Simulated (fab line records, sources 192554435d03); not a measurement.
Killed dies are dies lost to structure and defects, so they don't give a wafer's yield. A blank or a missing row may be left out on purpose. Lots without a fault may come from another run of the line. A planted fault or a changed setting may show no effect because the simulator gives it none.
A struck lot beside a sound one | flow n5_finfet | 14 steps out of a route of 1938
Sound: wafers L232.2, L232.3, L232.6. Struck: wafer L227.5. (L227.1 of the same lot was not struck and is left out.) The cause comes at the end.
At each step with rows: each side's tool, then ch and its chambers, then its first start. Under that, the readings that differ: sound wafers | struck wafers | difference of the means | sigmas: that difference in standard deviations of wafers without a fault.
alike: readings whose means differ by less than 2 such deviations, and words and numbers that are the same on both sides. not compared: withheld readings, readings that some wafer has no value for, bounds like >300 that may hide the same value, and numbers for which the record gives no deviation and whose values overlap.
The two part at a step that has a row with sigmas, a row that says differs or no value, or rows on one side only. Numbers that don't overlap but have no deviation are shown without sigmas and don't part them. A reading that every wafer of one side lacks parts them only if that side has two wafers or more.

N5_BEOL_M5_SPUTTER_83: material Cu, target thk 15 nm, time 27.62 s.
  sound on pvd_sputter-01, day 12 11:59; struck on pvd_sputter-01, day 11 09:44
  alike: throttle_valve_pct
N5_BEOL_M5_ANNEAL_84: time 1800 s.
  sound on pvd_sputter-01, day 12 12:04; struck on pvd_sputter-01, day 11 09:49
  alike: heater_power_w
N5_BEOL_M5_SPUTTER_88: material Cu, target thk 15 nm, time 27.62 s.
  sound on pvd_sputter-01, day 12 13:05; struck on pvd_sputter-01, day 11 10:49
  alike: throttle_valve_pct
then, 3 steps without rows for these wafers: N5_BEOL_M5_ANNEAL_89 (time 1800 s); N5_BEOL_M5_SPUTTER_90 (material Cu, target thk 4.5 nm, time 8.29 s); N5_BEOL_M5_ECD_50 (material Cu, target thk 300 nm).
N5_BEOL_M5_ANNEAL_51: time 90 s.
  sound on rtp_anneal-02 ch 0, day 12 14:25; struck on rtp_anneal-01 ch 0, day 11 12:07
  reading           | sound             | struck | difference | sigmas
  anneal_temp_c_max | 225.8 225.8 226.0 | 226.8  | +0.9       | +2
  alike: wafer_temp_C_max
N5_BEOL_M5_CMP_52: polishes, stops on SiCOH lowk, t overpolish 6.9 s, target thk 62 nm.
  sound on cmp-02 ch 2,3, day 12 14:52; struck on cmp-02 ch 1, day 11 12:32
  alike: barrier_field_endpoint_s, motor_current_A, overpolish_run_s, platen_rpm, time_to_endpoint_s
  not compared: pad_life_wafers
N5_BEOL_M5_THK_MEAS_53: measures by xrf.
  sound on film_metro-02, day 12 15:10; struck on film_metro-02, day 11 12:43
  alike: M5_THK
then, 3 steps without rows for these wafers: N5_BEOL_M5_PRE_CLEAN_77 (time 15 s); N5_BEOL_M5_CO_CAP_78 (material Co, precursor CCTBA/H2, target thk 2 nm, time 102.1 s); N5_BEOL_M5_PRE_CLEAN_55 (time 15 s).
N5_BEOL_M5_DEP_56: deposits SiCN from 3MS/NH3, target thk 8 nm, time 14 s.
  sound on pecvd-03 ch 0,2, day 12 15:22; struck on pecvd-04 ch 0, day 11 12:55
  reading                                  | sound     | struck | difference | sigmas
  model.SiCN_of_BEOL_M5_DEP_56.thk_nm (nm) | 8 8.2 8.2 | 12.8   | +4.7       |
  alike: showerhead_plenum_p_Torr, throttle_valve_pct
N5_BEOL_M5_RS_MEAS_57: measures by four-point-probe.
  sound on film_metro-02, day 12 15:26; struck on film_metro-01, day 11 12:58
  alike: M5_RS

WHERE THEY PART
Only at N5_BEOL_M5_ANNEAL_51, within this record. Later steps at which nothing parts them and some readings are alike: N5_BEOL_M5_CMP_52, N5_BEOL_M5_THK_MEAS_53, N5_BEOL_M5_DEP_56, N5_BEOL_M5_RS_MEAS_57.

WHY: what the simulator had put in
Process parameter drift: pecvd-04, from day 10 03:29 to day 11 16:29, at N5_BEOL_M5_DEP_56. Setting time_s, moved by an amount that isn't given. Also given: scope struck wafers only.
